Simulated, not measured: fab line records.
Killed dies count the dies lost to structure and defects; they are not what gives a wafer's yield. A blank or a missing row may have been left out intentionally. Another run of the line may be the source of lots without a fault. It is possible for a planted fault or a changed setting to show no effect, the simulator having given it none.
What tool caused it? :: flow n5 finfet :: 24 lots, 72 wafers sampled, at 6 steps of a route of 1938

WHAT THE GAUGES SHOWED, per wafer
N5_BEOL_M14_CD_MEAS_28: the cd target is 284.4 nm. Usual: cd nm at 284.3 nm, with a standard deviation of 1.8.
lot: L076
measured: day 12 02:28
on: cd sem-01
cd nm (nm): 283.6 281.6 283.7
flag: 

lot: L077
measured: day 12 10:06
on: cd sem-03
cd nm (nm): 281.6 282.1 283.7
flag: 

lot: L075
measured: day 12 10:52
on: cd sem-01
cd nm (nm): 284.4 281.4 284.1
flag: 

lot: L079
measured: day 13 04:52
on: cd sem-03
cd nm (nm): 283.7 283.9 284.7
flag: 

lot: L078
measured: day 13 12:08
on: cd sem-03
cd nm (nm): 284.4 284.2 284.2
flag: 

lot: L080
measured: day 13 15:38
on: cd sem-01
cd nm (nm): 285.6 282.9 288.2
flag: 

lot: L081
measured: day 13 16:26
on: cd sem-02
cd nm (nm): 285.7 283.3 282.7
flag: 

lot: L074
measured: day 13 17:23
on: cd sem-02
cd nm (nm): 282.2 282.4 281.0
flag: 

lot: L082
measured: day 13 19:22
on: cd sem-02
cd nm (nm): 287.4 283.5 283.3
flag: 

lot: L084
measured: day 14 02:43
on: cd sem-03
cd nm (nm): 284.2 286.0 284.2
flag: 

lot: L083
measured: day 14 04:56
on: cd sem-03
cd nm (nm): 284.2 282.1 285.5
flag: 

lot: L085
measured: day 14 06:37
on: cd sem-01
cd nm (nm): 283.1 284.8 285.7
flag: 

lot: L086
measured: day 14 22:19
on: cd sem-02
cd nm (nm): 283.3 281.1 281.5
flag: 

lot: L087
measured: day 15 20:02
on: cd sem-02
cd nm (nm): 281.7 285.9 286.3
flag: 

lot: L088
measured: day 15 20:14
on: cd sem-01
cd nm (nm): 283.6 287.3 284.6
flag: 

lot: L089
measured: day 16 00:49
on: cd sem-01
cd nm (nm): 287.4 287.2 284.8
flag: 

lot: L091
measured: day 16 11:01
on: cd sem-02
cd nm (nm): 286.2 285.7 283.5
flag: 

lot: L090
measured: day 16 13:38
on: cd sem-02
cd nm (nm): 285.4 286.1 285.5
flag: 

lot: L092
measured: day 16 14:33
on: cd sem-01
cd nm (nm): 284.8 282.4 285.8
flag: 

lot: L093
measured: day 17 07:43
on: cd sem-01
cd nm (nm): 288.9 285.0 286.2
flag: 

lot: L094
measured: day 17 15:47
on: cd sem-01
cd nm (nm): 285.9 282.8 281.0
flag: 

lot: L095
measured: day 17 15:57
on: cd sem-01
cd nm (nm): 282.0 282.3 285.6
flag: 

lot: L096
measured: day 17 21:39
on: cd sem-03
cd nm (nm): 284.2 285.1 284.0
flag: 

lot: L097
measured: day 18 00:18
on: cd sem-02
cd nm (nm): 282.6 282.4 286.1
flag: 

N5_BEOL_M14_THK_MEAS_50: measures by xrf. Usual: M14_THK gives 558 nm (standard deviation 17).
lot: L076
measured: day 12 04:59
on: film metro-01
M14_THK (nm): 577 541 541
flag: 

lot: L077
measured: day 12 12:32
on: film metro-01
M14_THK (nm): 553 534 551
flag: 

lot: L075
measured: day 12 15:14
on: film metro-01
M14_THK (nm): 565 558 543
flag: 

lot: L079
measured: day 13 09:31
on: film metro-02
M14_THK (nm): 541 550 556
flag: 

lot: L078
measured: day 13 15:04
on: film metro-01
M14_THK (nm): 536 578 575
flag: 

lot: L080
measured: day 13 20:05
on: film metro-01
M14_THK (nm): 554 557 549
flag: 

lot: L081
measured: day 13 20:59
on: film metro-01
M14_THK (nm): 554 553 552
flag: 

lot: L074
measured: day 13 21:23
on: film metro-02
M14_THK (nm): 570 562 570
flag: 

lot: L082
measured: day 13 23:19
on: film metro-02
M14_THK (nm): 574 552 545
flag: 

lot: L084
measured: day 14 06:02
on: film metro-02
M14_THK (nm): 548 545 547
flag: 

lot: L083
measured: day 14 09:30
on: film metro-01
M14_THK (nm): 580 568 547
flag: 

lot: L085
measured: day 14 12:01
on: film metro-02
M14_THK (nm): 560 563 564
flag: 

lot: L086
measured: day 15 01:35
on: film metro-02
M14_THK (nm): 540 540 533
flag: 

lot: L087
measured: day 15 23:21
on: film metro-01
M14_THK (nm): 564 575 569
flag: 

lot: L088
measured: day 15 23:55
on: film metro-01
M14_THK (nm): 540 548 535
flag: 

lot: L089
measured: day 16 07:10
on: film metro-02
M14_THK (nm): 579 546 543
flag: 

lot: L091
measured: day 16 13:25
on: film metro-01
M14_THK (nm): 552 566 567
flag: 

lot: L090
measured: day 16 17:48
on: film metro-01
M14_THK (nm): 570 577 533
flag: 

lot: L092
measured: day 16 18:08
on: film metro-02
M14_THK (nm): 543 569 588
flag: 

lot: L093
measured: day 17 11:05
on: film metro-01
M14_THK (nm): 554 544 555
flag: 

lot: L094
measured: day 17 20:16
on: film metro-01
M14_THK (nm): 538 536 577
flag: 

lot: L095
measured: day 17 20:42
on: film metro-02
M14_THK (nm): 547 578 553
flag: 

lot: L096
measured: day 18 00:01
on: film metro-02
M14_THK (nm): 591 539 569
flag: 

lot: L097
measured: day 18 04:10
on: film metro-02
M14_THK (nm): 592 589 549
flag: 

N5_BEOL_M14_RS_MEAS_54: uses a four-point probe to measure. Usual: M14_RS gives 0.0333 ohm/sq (standard deviation 0.00094).
lot: L076
measured: day 12 05:07
on: film metro-01
M14_RS (ohm/sq): 0.0317 0.0339 0.0339
flag: 

lot: L077
measured: day 12 12:41
on: film metro-02
M14_RS (ohm/sq): 0.0330 0.0343 0.0333
flag: 

lot: L075
measured: day 12 15:22
on: film metro-02
M14_RS (ohm/sq): 0.0322 0.0326 0.0336
flag: 

lot: L079
measured: day 13 09:38
on: film metro-02
M14_RS (ohm/sq): 0.0348 0.0343 0.0341
flag: 

lot: L078
measured: day 13 15:11
on: film metro-02
M14_RS (ohm/sq): 0.0344 0.0318 0.0320
flag: 

lot: L080
measured: day 13 20:15
on: film metro-02
M14_RS (ohm/sq): 0.0331 0.0332 0.0335
flag: 

lot: L081
measured: day 13 21:07
on: film metro-01
M14_RS (ohm/sq): 0.0334 0.0334 0.0333
flag: 

lot: L074
measured: day 13 21:31
on: film metro-01
M14_RS (ohm/sq): 0.0331 0.0335 0.0332
flag: 

lot: L082
measured: day 13 23:27
on: film metro-01
M14_RS (ohm/sq): 0.0328 0.0341 0.0345
flag: 

lot: L084
measured: day 14 06:10
on: film metro-02
M14_RS (ohm/sq): 0.0340 0.0344 0.0344
flag: 

lot: L083
measured: day 14 09:37
on: film metro-01
M14_RS (ohm/sq): 0.0317 0.0323 0.0337
flag: 

lot: L085
measured: day 14 12:08
on: film metro-02
M14_RS (ohm/sq): 0.0334 0.0334 0.0334
flag: 

lot: L086
measured: day 15 01:43
on: film metro-01
M14_RS (ohm/sq): 0.0349 0.0349 0.0350
flag: 

lot: L087
measured: day 15 23:29
on: film metro-02
M14_RS (ohm/sq): 0.0325 0.0319 0.0323
flag: 

lot: L088
measured: day 16 00:02
on: film metro-02
M14_RS (ohm/sq): 0.0340 0.0334 0.0342
flag: 

lot: L089
measured: day 16 07:17
on: film metro-01
M14_RS (ohm/sq): 0.0321 0.0342 0.0345
flag: 

lot: L091
measured: day 16 13:32
on: film metro-02
M14_RS (ohm/sq): 0.0335 0.0327 0.0328
flag: 

lot: L090
measured: day 16 17:56
on: film metro-01
M14_RS (ohm/sq): 0.0322 0.0318 0.0345
flag: 

lot: L092
measured: day 16 18:16
on: film metro-01
M14_RS (ohm/sq): 0.0348 0.0331 0.0321
flag: 

lot: L093
measured: day 17 11:13
on: film metro-02
M14_RS (ohm/sq): 0.0331 0.0337 0.0330
flag: 

lot: L094
measured: day 17 20:24
on: film metro-02
M14_RS (ohm/sq): 0.0340 0.0342 0.0316
flag: 

lot: L095
measured: day 17 20:50
on: film metro-02
M14_RS (ohm/sq): 0.0345 0.0327 0.0342
flag: 

lot: L096
measured: day 18 00:09
on: film metro-01
M14_RS (ohm/sq): 0.0317 0.0347 0.0329
flag: 

lot: L097
measured: day 18 04:18
on: film metro-02
M14_RS (ohm/sq): 0.0316 0.0319 0.0342
flag: 

TOOL THAT RAN EACH LOT (tool first, then ch and the chambers of the sampled wafers, then the start)
lot: L076
N5_BEOL_M13_DEGAS_41: pvd sputter-02, day 11 23:41
N5_BEOL_M14_ETCH_38: rie diel-03 ch 0,1,2, day 12 03:51 or earlier
N5_BEOL_M14_DEGAS_41: pvd sputter-02, day 12 03:51

lot: L077
N5_BEOL_M13_DEGAS_41: pvd sputter-01, day 12 07:10
N5_BEOL_M14_ETCH_38: rie diel-01 ch 0,1,3, day 12 11:23 or earlier
N5_BEOL_M14_DEGAS_41: pvd sputter-02, day 12 11:23

lot: L075
N5_BEOL_M13_DEGAS_41: pvd sputter-02, day 12 08:04
N5_BEOL_M14_ETCH_38: rie diel-01 ch 1,3, day 12 13:50 or earlier
N5_BEOL_M14_DEGAS_41: pvd sputter-01, day 12 13:50

lot: L079
N5_BEOL_M13_DEGAS_41: pvd sputter-01, day 13 01:58
N5_BEOL_M14_ETCH_38: rie diel-05 ch 1,2, day 13 07:43 or earlier
N5_BEOL_M14_DEGAS_41: pvd sputter-03, day 13 07:43

lot: L078
N5_BEOL_M13_DEGAS_41: pvd sputter-03, day 13 08:14
N5_BEOL_M14_ETCH_38: rie diel-01 ch 0,1,2, day 13 13:35 or earlier
N5_BEOL_M14_DEGAS_41: pvd sputter-02, day 13 13:35

lot: L080
N5_BEOL_M13_DEGAS_41: pvd sputter-01, day 13 12:52
N5_BEOL_M14_ETCH_38: rie diel-03 ch 2,3, day 13 18:50 or earlier
N5_BEOL_M14_DEGAS_41: pvd sputter-03, day 13 18:50

lot: L081
N5_BEOL_M13_DEGAS_41: pvd sputter-02, day 13 13:11
N5_BEOL_M14_ETCH_38: rie diel-03 ch 1,2,3, day 13 19:15 or earlier
N5_BEOL_M14_DEGAS_41: pvd sputter-02, day 13 19:15

lot: L074
N5_BEOL_M13_DEGAS_41: pvd sputter-02, day 13 14:08
N5_BEOL_M14_ETCH_38: rie diel-03 ch 1,2, day 13 19:40 or earlier
N5_BEOL_M14_DEGAS_41: pvd sputter-01, day 13 19:40

lot: L082
N5_BEOL_M13_DEGAS_41: pvd sputter-03, day 13 15:58
N5_BEOL_M14_ETCH_38: rie diel-03 ch 1,2,3, day 13 22:11 or earlier
N5_BEOL_M14_DEGAS_41: pvd sputter-01, day 13 22:11

lot: L084
N5_BEOL_M13_DEGAS_41: pvd sputter-03, day 13 23:47
N5_BEOL_M14_ETCH_38: rie diel-03 ch 0,1, day 14 04:54 or earlier
N5_BEOL_M14_DEGAS_41: pvd sputter-01, day 14 04:54

lot: L083
N5_BEOL_M13_DEGAS_41: pvd sputter-03, day 14 02:16
N5_BEOL_M14_ETCH_38: rie diel-05 ch 1,2,3, day 14 08:22 or earlier
N5_BEOL_M14_DEGAS_41: pvd sputter-02, day 14 08:22

lot: L085
N5_BEOL_M13_DEGAS_41: pvd sputter-01, day 14 03:22
N5_BEOL_M14_ETCH_38: rie diel-01 ch 0,2,3, day 14 10:26 or earlier
N5_BEOL_M14_DEGAS_41: pvd sputter-03, day 14 10:26

lot: L086
N5_BEOL_M13_DEGAS_41: pvd sputter-02, day 14 19:25
N5_BEOL_M14_ETCH_38: rie diel-01 ch 2,3, day 15 00:28 or earlier
N5_BEOL_M14_DEGAS_41: pvd sputter-03, day 15 00:28

lot: L087
N5_BEOL_M13_DEGAS_41: pvd sputter-01, day 15 17:16
N5_BEOL_M14_ETCH_38: rie diel-05 ch 0,1, day 15 21:23 or earlier
N5_BEOL_M14_DEGAS_41: pvd sputter-01, day 15 21:23

lot: L088
N5_BEOL_M13_DEGAS_41: pvd sputter-01, day 15 17:35
N5_BEOL_M14_ETCH_38: rie diel-05 ch 1,2,3, day 15 21:34 or earlier
N5_BEOL_M14_DEGAS_41: pvd sputter-02, day 15 21:34

lot: L089
N5_BEOL_M13_DEGAS_41: pvd sputter-03, day 15 21:06
N5_BEOL_M14_ETCH_38: rie diel-05 ch 1,2,3, day 16 06:01 or earlier
N5_BEOL_M14_DEGAS_41: pvd sputter-03, day 16 06:01

lot: L091
N5_BEOL_M13_DEGAS_41: pvd sputter-01, day 16 08:14
N5_BEOL_M14_ETCH_38: rie diel-03 ch 1,2, day 16 12:16 or earlier
N5_BEOL_M14_DEGAS_41: pvd sputter-03, day 16 12:16

lot: L090
N5_BEOL_M13_DEGAS_41: pvd sputter-01, day 16 10:43
N5_BEOL_M14_ETCH_38: rie diel-05 ch 1,3, day 16 16:06 or earlier
N5_BEOL_M14_DEGAS_41: pvd sputter-01, day 16 16:06

lot: L092
N5_BEOL_M13_DEGAS_41: pvd sputter-01, day 16 11:48
N5_BEOL_M14_ETCH_38: rie diel-01 ch 0,2, day 16 16:11 or earlier
N5_BEOL_M14_DEGAS_41: pvd sputter-03, day 16 16:11

lot: L093
N5_BEOL_M13_DEGAS_41: pvd sputter-03, day 17 04:29
N5_BEOL_M14_ETCH_38: rie diel-03 ch 0,1,3, day 17 09:20 or earlier
N5_BEOL_M14_DEGAS_41: pvd sputter-03, day 17 09:20

lot: L094
N5_BEOL_M13_DEGAS_41: pvd sputter-03, day 17 12:53
N5_BEOL_M14_ETCH_38: rie diel-05 ch 0,2,3, day 17 19:02 or earlier
N5_BEOL_M14_DEGAS_41: pvd sputter-03, day 17 19:02

lot: L095
N5_BEOL_M13_DEGAS_41: pvd sputter-01, day 17 12:58
N5_BEOL_M14_ETCH_38: rie diel-01 ch 0,3, day 17 19:13 or earlier
N5_BEOL_M14_DEGAS_41: pvd sputter-02, day 17 19:13

lot: L096
N5_BEOL_M13_DEGAS_41: pvd sputter-01, day 17 18:50
N5_BEOL_M14_ETCH_38: rie diel-01 ch 0,1,3, day 17 22:52 or earlier
N5_BEOL_M14_DEGAS_41: pvd sputter-02, day 17 22:52

lot: L097
N5_BEOL_M13_DEGAS_41: pvd sputter-02, day 17 21:32
N5_BEOL_M14_ETCH_38: rie diel-05 ch 1,2, day 18 03:01 or earlier
N5_BEOL_M14_DEGAS_41: pvd sputter-02, day 18 03:01
- N5_BEOL_M13_DEGAS_41: time 60 s.
- N5_BEOL_M14_ETCH_38: etches SiCN in CF4/N2, target depth 106.5 nm, time 120.6 s.
- N5_BEOL_M14_DEGAS_41: time 60 s.

WHAT THE TOOLS THEMSELVES READ (means of the sampled wafers that have a number; where no wafer has one, the mark that the record gives instead)
N5_BEOL_M13_DEGAS_41. Usual: heater power w at 320 W, with a standard deviation of 27.
lot: L076
tool: pvd sputter-02
heater power w (W): 294
flag: 

lot: L077
tool: pvd sputter-01
heater power w (W): 334
flag: 

lot: L075
tool: pvd sputter-02
heater power w (W): 347
flag: 

lot: L079
tool: pvd sputter-01
heater power w (W): 324
flag: 

lot: L078
tool: pvd sputter-03
heater power w (W): 306
flag: 

lot: L080
tool: pvd sputter-01
heater power w (W): 321
flag: 

lot: L081
tool: pvd sputter-02
heater power w (W): 316
flag: 

lot: L074
tool: pvd sputter-02
heater power w (W): 376
flag: 

lot: L082
tool: pvd sputter-03
heater power w (W): 299
flag: 

lot: L084
tool: pvd sputter-03
heater power w (W): 312
flag: 

lot: L083
tool: pvd sputter-03
heater power w (W): 297
flag: 

lot: L085
tool: pvd sputter-01
heater power w (W): 320
flag: 

lot: L086
tool: pvd sputter-02
heater power w (W): 344
flag: 

lot: L087
tool: pvd sputter-01
heater power w (W): 309
flag: 

lot: L088
tool: pvd sputter-01
heater power w (W): 317
flag: 

lot: L089
tool: pvd sputter-03
heater power w (W): 309
flag: 

lot: L091
tool: pvd sputter-01
heater power w (W): 324
flag: 

lot: L090
tool: pvd sputter-01
heater power w (W): 327
flag: 

lot: L092
tool: pvd sputter-01
heater power w (W): 322
flag: 

lot: L093
tool: pvd sputter-03
heater power w (W): 294
flag: 

lot: L094
tool: pvd sputter-03
heater power w (W): 311
flag: 

lot: L095
tool: pvd sputter-01
heater power w (W): 320
flag: 

lot: L096
tool: pvd sputter-01
heater power w (W): 327
flag: 

lot: L097
tool: pvd sputter-02
heater power w (W): 346
flag: 

N5_BEOL_M14_ETCH_38. Usual: cf4 flow sccm 60.02 sccm, standard deviation 0.17; drypump motor current A 5.5 A, standard deviation 0.52; mfc ar sccm 99.99 sccm, standard deviation 0.3; oes product au 0.77 a.u., standard deviation 0.069; rf vpp V 383.1 V, standard deviation 1.8; showerhead plenum p Torr 2.24 Torr, standard deviation 0.068; throttle valve pct 15.56 %, standard deviation 0.16.
lot: L076
tool: rie diel-03
cf4 flow sccm (sccm): 60.08
drypump motor current A (A): 5.4
mfc ar sccm (sccm): 100.08
oes product au (a.u.): 0.74
rf vpp V (V): 382.2
showerhead plenum p Torr (Torr): 2.23
throttle valve pct (%): 15.61
flag: 

lot: L077
tool: rie diel-01
cf4 flow sccm (sccm): 60.04
drypump motor current A (A): 5.6
mfc ar sccm (sccm): 99.88
oes product au (a.u.): 0.76
rf vpp V (V): 383.0
showerhead plenum p Torr (Torr): 2.24
throttle valve pct (%): 15.42
flag: 

lot: L075
tool: rie diel-01
cf4 flow sccm (sccm): 60.07
drypump motor current A (A): 5.3
mfc ar sccm (sccm): 99.94
oes product au (a.u.): 0.73
rf vpp V (V): 383.0
showerhead plenum p Torr (Torr): 2.26
throttle valve pct (%): 15.50
flag: 

lot: L079
tool: rie diel-05
cf4 flow sccm (sccm): 60.01
drypump motor current A (A): 5.6
mfc ar sccm (sccm): 100.01
oes product au (a.u.): 0.82
rf vpp V (V): 382.8
showerhead plenum p Torr (Torr): 2.19
throttle valve pct (%): 15.45
flag: 

lot: L078
tool: rie diel-01
cf4 flow sccm (sccm): 59.88
drypump motor current A (A): 5.5
mfc ar sccm (sccm): 100.04
oes product au (a.u.): 0.76
rf vpp V (V): 382.7
showerhead plenum p Torr (Torr): 2.23
throttle valve pct (%): 15.51
flag: 

lot: L080
tool: rie diel-03
cf4 flow sccm (sccm): 59.96
drypump motor current A (A): 6.0
mfc ar sccm (sccm): 99.93
oes product au (a.u.): 0.86
rf vpp V (V): 384.7
showerhead plenum p Torr (Torr): 2.31
throttle valve pct (%): 15.56
flag: 

lot: L081
tool: rie diel-03
cf4 flow sccm (sccm): 60.27
drypump motor current A (A): 5.6
mfc ar sccm (sccm): 99.89
oes product au (a.u.): 0.80
rf vpp V (V): 383.2
showerhead plenum p Torr (Torr): 2.26
throttle valve pct (%): 15.60
flag: 

lot: L074
tool: rie diel-03
cf4 flow sccm (sccm): 59.92
drypump motor current A (A): 5.3
mfc ar sccm (sccm): 99.89
oes product au (a.u.): 0.73
rf vpp V (V): 380.9
showerhead plenum p Torr (Torr): 2.21
throttle valve pct (%): 15.75
flag: 

lot: L082
tool: rie diel-03
cf4 flow sccm (sccm): 59.98
drypump motor current A (A): 5.6
mfc ar sccm (sccm): 99.90
oes product au (a.u.): 0.79
rf vpp V (V): 383.0
showerhead plenum p Torr (Torr): 2.26
throttle valve pct (%): 15.61
flag: 

lot: L084
tool: rie diel-03
cf4 flow sccm (sccm): 60.00
drypump motor current A (A): 5.3
mfc ar sccm (sccm): 99.79
oes product au (a.u.): 0.74
rf vpp V (V): 382.3
showerhead plenum p Torr (Torr): 2.23
throttle valve pct (%): 15.54
flag: 

lot: L083
tool: rie diel-05
cf4 flow sccm (sccm): 60.01
drypump motor current A (A): 5.3
mfc ar sccm (sccm): 99.95
oes product au (a.u.): 0.80
rf vpp V (V): 384.1
showerhead plenum p Torr (Torr): 2.26
throttle valve pct (%): 15.51
flag: 

lot: L085
tool: rie diel-01
cf4 flow sccm (sccm): 59.85
drypump motor current A (A): 5.5
mfc ar sccm (sccm): 100.26
oes product au (a.u.): 0.71
rf vpp V (V): 383.8
showerhead plenum p Torr (Torr): 2.25
throttle valve pct (%): 15.59
flag: 

lot: L086
tool: rie diel-01
cf4 flow sccm (sccm): 60.21
drypump motor current A (A): 5.2
mfc ar sccm (sccm): 99.54
oes product au (a.u.): 0.68
rf vpp V (V): 383.9
showerhead plenum p Torr (Torr): 2.27
throttle valve pct (%): 15.67
flag: 

lot: L087
tool: rie diel-05
cf4 flow sccm (sccm): 59.92
drypump motor current A (A): 6.0
mfc ar sccm (sccm): 99.93
oes product au (a.u.): 0.77
rf vpp V (V): 380.1
showerhead plenum p Torr (Torr): 2.12
throttle valve pct (%): 15.60
flag: 

lot: L088
tool: rie diel-05
cf4 flow sccm (sccm): 60.02
drypump motor current A (A): 5.3
mfc ar sccm (sccm): 99.61
oes product au (a.u.): 0.79
rf vpp V (V): 383.3
showerhead plenum p Torr (Torr): 2.25
throttle valve pct (%): 15.55
flag: 

lot: L089
tool: rie diel-05
cf4 flow sccm (sccm): 60.10
drypump motor current A (A): 5.3
mfc ar sccm (sccm): 100.10
oes product au (a.u.): 0.79
rf vpp V (V): 382.8
showerhead plenum p Torr (Torr): 2.25
throttle valve pct (%): 15.55
flag: 

lot: L091
tool: rie diel-03
cf4 flow sccm (sccm): 59.93
drypump motor current A (A): 5.3
mfc ar sccm (sccm): 99.96
oes product au (a.u.): 0.71
rf vpp V (V): 383.0
showerhead plenum p Torr (Torr): 2.20
throttle valve pct (%): 15.79
flag: 

lot: L090
tool: rie diel-05
cf4 flow sccm (sccm): 60.20
drypump motor current A (A): 5.0
mfc ar sccm (sccm): 100.21
oes product au (a.u.): 0.76
rf vpp V (V): 383.0
showerhead plenum p Torr (Torr): 2.25
throttle valve pct (%): 15.58
flag: 

lot: L092
tool: rie diel-01
cf4 flow sccm (sccm): 59.83
drypump motor current A (A): 5.5
mfc ar sccm (sccm): 100.13
oes product au (a.u.): 0.70
rf vpp V (V): 382.8
showerhead plenum p Torr (Torr): 2.24
throttle valve pct (%): 15.69
flag: 

lot: L093
tool: rie diel-03
cf4 flow sccm (sccm): 60.10
drypump motor current A (A): 5.7
mfc ar sccm (sccm): 100.00
oes product au (a.u.): 0.77
rf vpp V (V): 383.9
showerhead plenum p Torr (Torr): 2.27
throttle valve pct (%): 15.55
flag: 

lot: L094
tool: rie diel-05
cf4 flow sccm (sccm): 59.97
drypump motor current A (A): 5.4
mfc ar sccm (sccm): 100.01
oes product au (a.u.): 0.76
rf vpp V (V): 382.2
showerhead plenum p Torr (Torr): 2.24
throttle valve pct (%): 15.65
flag: 

lot: L095
tool: rie diel-01
cf4 flow sccm (sccm): 60.16
drypump motor current A (A): 6.0
mfc ar sccm (sccm): 99.78
oes product au (a.u.): 0.81
rf vpp V (V): 382.1
showerhead plenum p Torr (Torr): 2.22
throttle valve pct (%): 15.35
flag: 

lot: L096
tool: rie diel-01
cf4 flow sccm (sccm): 59.84
drypump motor current A (A): 5.7
mfc ar sccm (sccm): 100.25
oes product au (a.u.): 0.82
rf vpp V (V): 382.3
showerhead plenum p Torr (Torr): 2.22
throttle valve pct (%): 15.36
flag: 

lot: L097
tool: rie diel-05
cf4 flow sccm (sccm): 59.96
drypump motor current A (A): 5.6
mfc ar sccm (sccm): 99.93
oes product au (a.u.): 0.78
rf vpp V (V): 382.9
showerhead plenum p Torr (Torr): 2.24
throttle valve pct (%): 15.55
flag: 

N5_BEOL_M14_DEGAS_41. Usual: heater power w at 448 W, with a standard deviation of 44.
lot: L076
tool: pvd sputter-02
heater power w (W): 481
flag: 

lot: L077
tool: pvd sputter-02
heater power w (W): 483
flag: 

lot: L075
tool: pvd sputter-01
heater power w (W): 447
flag: 

lot: L079
tool: pvd sputter-03
heater power w (W): 414
flag: 

lot: L078
tool: pvd sputter-02
heater power w (W): 528
flag: 

lot: L080
tool: pvd sputter-03
heater power w (W): 401
flag: 

lot: L081
tool: pvd sputter-02
heater power w (W): 492
flag: 

lot: L074
tool: pvd sputter-01
heater power w (W): 450
flag: 

lot: L082
tool: pvd sputter-01
heater power w (W): 444
flag: 

lot: L084
tool: pvd sputter-01
heater power w (W): 436
flag: 

lot: L083
tool: pvd sputter-02
heater power w (W): 483
flag: 

lot: L085
tool: pvd sputter-03
heater power w (W): 449
flag: 

lot: L086
tool: pvd sputter-03
heater power w (W): 412
flag: 

lot: L087
tool: pvd sputter-01
heater power w (W): 448
flag: 

lot: L088
tool: pvd sputter-02
heater power w (W): 442
flag: 

lot: L089
tool: pvd sputter-03
heater power w (W): 429
flag: 

lot: L091
tool: pvd sputter-03
heater power w (W): 444
flag: 

lot: L090
tool: pvd sputter-01
heater power w (W): 443
flag: 

lot: L092
tool: pvd sputter-03
heater power w (W): 407
flag: 

lot: L093
tool: pvd sputter-03
heater power w (W): 434
flag: 

lot: L094
tool: pvd sputter-03
heater power w (W): 426
flag: 

lot: L095
tool: pvd sputter-02
heater power w (W): 444
flag: 

lot: L096
tool: pvd sputter-02
heater power w (W): 446
flag: 

lot: L097
tool: pvd sputter-02
heater power w (W): 489
flag: 

THE ANSWER, worked out from the rows above alone
Rule: a lot is off if the mean of its wafers that have a number lies more than 3 standard deviations from the usual mean. Also off: a lot with no number at a reading for which 4 or more lots have one. All remaining lots with rows at the step are treated as sound. First the gauges in route order, then the tools' own readings, where a lot's mean is used as printed above. The first step at which some lot is off is used, and at that step the reading that is off furthest; a lot without a number counts as furthest.
No lot is off at any reading shown: from this, nothing can be told.

WHAT HAD BEEN PUT IN BY THE SIMULATOR
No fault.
